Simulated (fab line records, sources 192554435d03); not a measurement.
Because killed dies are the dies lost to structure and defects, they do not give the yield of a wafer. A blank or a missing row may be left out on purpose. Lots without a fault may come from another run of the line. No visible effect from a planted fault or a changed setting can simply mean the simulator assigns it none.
Check of tool commonality | flow n5 finfet | Sampled: 10 lots, 30 wafers

WHAT PROMPTED THE OPENING
Flagged at N5_BEOL_M5_INSPECT_58: reading raw defect count, on 2 of 10 lots. Fault-free wafers read 69, with a standard deviation of 23.
Rule: a lot gets a flag if all its wafers with a number sit over 4 standard deviations from that mean, or if no wafer of it has a number. All remaining lots are regarded as sound.

lot  | measured     | on                | raw defect count, wafer by wafer | flag
L110 | day 9 11:40  | defect inspect-02 | 76 94 78                         |
L112 | day 9 20:53  | defect inspect-02 | 60 26 35                         |
L113 | day 10 21:03 | defect inspect-01 | 107 66 100                       |
L115 | day 11 14:54 | defect inspect-02 | 51 61 50                         |
L117 | day 11 19:37 | defect inspect-02 | 80 75 101                        |
L120 | day 13 13:29 | defect inspect-01 | 41 45 53                         |
L125 | day 14 07:32 | defect inspect-01 | 728 780 794                      | FLAGGED
L126 | day 14 09:31 | defect inspect-01 | 773 789 734                      | FLAGGED
L131 | day 15 06:35 | defect inspect-02 | 35 32 55                         |
L129 | day 15 09:57 | defect inspect-02 | 87 54 70                         |
On average the flagged lots' numbers are 766, which is +697 against the usual, or +30 standard deviations.

EACH LOT AND THE TOOL IT RAN ON
3 process steps preceding the reading are held in the record, out of 1938 steps in the route. In each cell: the tool, then ch and the chambers that the sampled wafers went through, then the start.
lot  | flag    | N5_BEOL_M5_SPUTTER_83        | N5_BEOL_M5_ANNEAL_84         | N5_BEOL_M5_PRE_CLEAN_77
L110 |         | pvd sputter-03, day 9 08:19  | pvd sputter-03, day 9 08:24  | cvd co-01 ch 0,2, day 9 11:22
L112 |         | pvd sputter-02, day 9 17:34  | pvd sputter-02, day 9 17:38  | cvd co-02 ch 0,1,2, day 9 20:34
L113 |         | pvd sputter-03, day 10 17:47 | pvd sputter-03, day 10 17:52 | cvd co-01 ch 0,1,2, day 10 20:48
L115 |         | pvd sputter-02, day 11 09:02 | pvd sputter-02, day 11 09:07 | cvd co-01 ch 0,1,2, day 11 14:39
L117 |         | pvd sputter-03, day 11 16:22 | pvd sputter-03, day 11 16:27 | cvd co-01 ch 0,1, day 11 19:23
L120 |         | pvd sputter-03, day 13 09:53 | pvd sputter-03, day 13 09:58 | cvd co-01 ch 0,1, day 13 12:59
L125 | FLAGGED | pvd sputter-01, day 14 03:32 | pvd sputter-01, day 14 03:37 | cvd co-01 ch 1,2, day 14 07:17
L126 | FLAGGED | pvd sputter-02, day 14 05:57 | pvd sputter-02, day 14 06:02 | cvd co-01 ch 0,1,2, day 14 09:17
L131 |         | pvd sputter-01, day 15 03:10 | pvd sputter-01, day 15 03:15 | cvd co-02 ch 0,2, day 15 06:17
L129 |         | pvd sputter-03, day 15 06:35 | pvd sputter-03, day 15 06:40 | cvd co-02 ch 0,2, day 15 09:37
What these steps do:
- N5_BEOL_M5_SPUTTER_83: material Cu, target thk 15 nm, time 27.62 s.
- N5_BEOL_M5_ANNEAL_84: time 1800 s.
- N5_BEOL_M5_PRE_CLEAN_77: time 15 s.
- N5_BEOL_M5_INSPECT_58: inspects for defects (darkfield).

FLAGGED OVER TOTAL, TOOL BY TOOL (the gauges that took the reading come last)
step                    | tool              | lots run | flagged | share of the flagged lots | sound lots run after its first flagged lot
N5_BEOL_M5_SPUTTER_83   | pvd sputter-01    | 2        | 1       | some                      | 1 (L131)
N5_BEOL_M5_SPUTTER_83   | pvd sputter-02    | 3        | 1       | some                      | 0
N5_BEOL_M5_SPUTTER_83   | pvd sputter-03    | 5        | 0       | none                      | -
N5_BEOL_M5_ANNEAL_84    | pvd sputter-01    | 2        | 1       | some                      | 1 (L131)
N5_BEOL_M5_ANNEAL_84    | pvd sputter-02    | 3        | 1       | some                      | 0
N5_BEOL_M5_ANNEAL_84    | pvd sputter-03    | 5        | 0       | none                      | -
N5_BEOL_M5_PRE_CLEAN_77 | cvd co-01         | 7        | 2       | all                       | 0
N5_BEOL_M5_PRE_CLEAN_77 | cvd co-02         | 3        | 0       | none                      | -
N5_BEOL_M5_INSPECT_58   | defect inspect-01 | 4        | 2       | all                       | 0
N5_BEOL_M5_INSPECT_58   | defect inspect-02 | 6        | 0       | none                      | -

WHAT THE TABLE PERMITS
cvd co-01 at N5_BEOL_M5_PRE_CLEAN_77 and defect inspect-01 at N5_BEOL_M5_INSPECT_58 are the 2 rows of the table that ran each flagged lot.
- cvd co-01 at N5_BEOL_M5_PRE_CLEAN_77: 2 of its 7 lots flagged. It ran its last sound lot, L120, at day 13 12:59 and its first flagged lot, L125, at day 14 07:17: a fault with its onset between the two fits.
- defect inspect-01 at N5_BEOL_M5_INSPECT_58: 2 of its 4 lots flagged. It ran its last sound lot, L120, at day 13 13:29 and its first flagged lot, L125, at day 14 07:32: a fault with its onset between the two fits.
Because each of these 2 tools fits a fault that began at some hour, counting lots does not separate them. More lots, or a look at what each step does to the wafer, might.

WHAT HAD BEEN PUT IN BY THE SIMULATOR
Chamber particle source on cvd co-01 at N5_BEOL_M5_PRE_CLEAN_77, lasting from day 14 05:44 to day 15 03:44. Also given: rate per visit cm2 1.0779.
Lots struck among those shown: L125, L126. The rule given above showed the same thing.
